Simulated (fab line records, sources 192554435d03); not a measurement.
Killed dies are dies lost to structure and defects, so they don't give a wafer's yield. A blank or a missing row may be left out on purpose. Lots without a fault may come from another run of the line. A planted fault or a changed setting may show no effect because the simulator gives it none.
One fault seen from 3 desks | flow n5_finfet | each desk has only its own numbers; what lay behind them comes last

THE METROLOGY DESK
What the gauges read, lot by lot, whatever tool the lot ran on: means of the sampled wafers that have a number. A lot is out of limits, marked OUT, if its mean lies more than 4 standard deviations from the usual mean; the brackets give that distance. Of its 11 readings 7 are shown: those that lie furthest out on some lot.
Columns: A = cd_nm at N5_PMOS_HMC_CHANNEL_EPI_CD_MEAS_09, usual 237.2 nm; B = DIBL_P at N5_BEOL_M4_RC_MEAS_101, usual 36.6 mV/V; C = IOFF_N at N5_BEOL_M4_RC_MEAS_101, usual 0.160 nA/um; D = IOFF_P at N5_BEOL_M4_RC_MEAS_101, usual 0.210 nA/um; E = ION_N at N5_BEOL_M4_RC_MEAS_101, usual 677 uA/um; F = VT_N at N5_BEOL_M4_RC_MEAS_101, usual 249.1 mV; G = VT_P at N5_BEOL_M4_RC_MEAS_101, usual -250 mV
lot  | first seen here | A     | B    | C     | D     | E   | F     | G
L931 | day 2 17:30     | 238.6 | 35.1 | 0.143 | 0.190 | 669 | 250.8 | -252
L932 | day 2 23:29     | 238.2 | 36.4 | 0.142 | 0.214 | 674 | 250.5 | -250
L933 | day 3 07:30     | 237.3 | 38.6 | 0.169 | 0.204 | 681 | 249.9 | -253
L940 | day 5 00:41     | 236.0 | 37.7 | 0.174 | 0.202 | 683 | 247.5 | -252
L941 | day 5 06:39     | 237.1 | 37.7 | 0.195 | 0.266 | 676 | 244.8 | -245
L943 | day 5 19:06     | 236.6 | 38.5 | 0.178 | 0.228 | 688 | 248.2 | -249
L945 | day 6 06:11     | 235.6 | 36.5 | 0.155 | 0.189 | 678 | 251.2 | -253
L949 | day 7 06:11     | 239.1 | 34.1 | 0.133 | 0.210 | 665 | 251.0 | -249
This desk's finding: nothing out of limits on any of the 8 lots.

THE TOOL OWNER'S DESK: epi_rpcvd-02
The tool's own readings at N5_PMOS_HMC_CHANNEL_EPI_EPI_26 (deposits Si from SiH4/H2, target thk 3.8 nm, time 22.7 s): means of the sampled wafers that have a number, for each lot that ran on this tool. A lot is out of limits, marked OUT, if its mean lies more than 4 standard deviations from the usual mean; the brackets give that distance.
Columns: A = chamber_pressure_Torr at N5_PMOS_HMC_CHANNEL_EPI_EPI_26, usual 20.00 Torr; B = susceptor_temp_C at N5_PMOS_HMC_CHANNEL_EPI_EPI_26, usual 650.0 C; C = susceptor_temp_C_max at N5_PMOS_HMC_CHANNEL_EPI_EPI_26, usual 651.9; D = throttle_valve_pct at N5_PMOS_HMC_CHANNEL_EPI_EPI_26, usual 12.0 %
lot  | first seen here | A     | B     | C     | D
L932 | day 3 01:59     | 19.99 | 650.0 | 651.4 | 12.5
L933 | day 3 10:25     | 20.00 | 650.1 | 651.4 | 12.4
L940 | day 5 04:31     | 19.95 | 649.9 | 651.2 | 12.5
L941 | day 5 10:06     | 20.00 | 650.1 | 651.3 | 12.4
This desk's finding: nothing out of limits on any of the 4 lots.

THE DEFECT DESK
What the inspections along the route counted, lot by lot: means of the sampled wafers that have a number. A lot is out of limits, marked OUT, if its mean lies more than 4 standard deviations from the usual mean; the brackets give that distance.
Columns: A = raw_defect_count at N5_PMOS_HMC_CHANNEL_EPI_INSPECT_30, usual 20; B = raw_defect_count at N5_FIN_SAQP_INSPECT_18, usual 396; C = raw_defect_count at N5_FIN_SAQP_INSPECT_40, usual 226; D = raw_defect_count at N5_FIN_CUT_INSPECT_10, usual 42
lot  | first seen here | A                     | B               | C              | D
L931 | day 2 20:25     | 20                    | 373             | 206            | 40
L932 | day 3 02:27     | 21                    | 480             | 222            | 50
L933 | day 3 10:47     | 19                    | 437             | 151            | 29
L940 | day 5 04:45     | 812 (+99 or more) OUT | 1076 (+6.2) OUT | 1062 (+13) OUT | 832 (+66) OUT
L941 | day 5 10:35     | 768 (+99 or more) OUT | 998 (+5.5) OUT  | 875 (+10) OUT  | 776 (+61) OUT
L943 | day 5 22:37     | 15                    | 457             | 267            | 50
L945 | day 6 09:00     | 26                    | 353             | 234            | 42
L949 | day 7 09:38     | 24                    | 339             | 197            | 36
This desk's finding: out of limits on L940, L941; first on L940, day 5 04:45 (raw_defect_count at N5_PMOS_HMC_CHANNEL_EPI_INSPECT_30). In limits: L931, L932, L933, L943, L945, L949.

PUT TOGETHER
The defect desk could have raised an alarm at day 5 04:45, on L940, L941.
The metrology desk saw nothing out of limits.
The tool owner's desk saw nothing out of limits.
The metrology desk has L940, L941 on record, within its limits.
The tool owner's desk has L940, L941 on record, within its limits.
Of the lots named, all ran N5_PMOS_HMC_CHANNEL_EPI_EPI_26 on epi_rpcvd-02.

WHAT THE SIMULATOR HAD PUT IN
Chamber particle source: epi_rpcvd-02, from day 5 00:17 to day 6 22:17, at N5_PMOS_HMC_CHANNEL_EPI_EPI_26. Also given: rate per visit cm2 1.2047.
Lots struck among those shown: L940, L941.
Hours from the fault's start to each desk's first reading out of limits: the defect desk, 4.
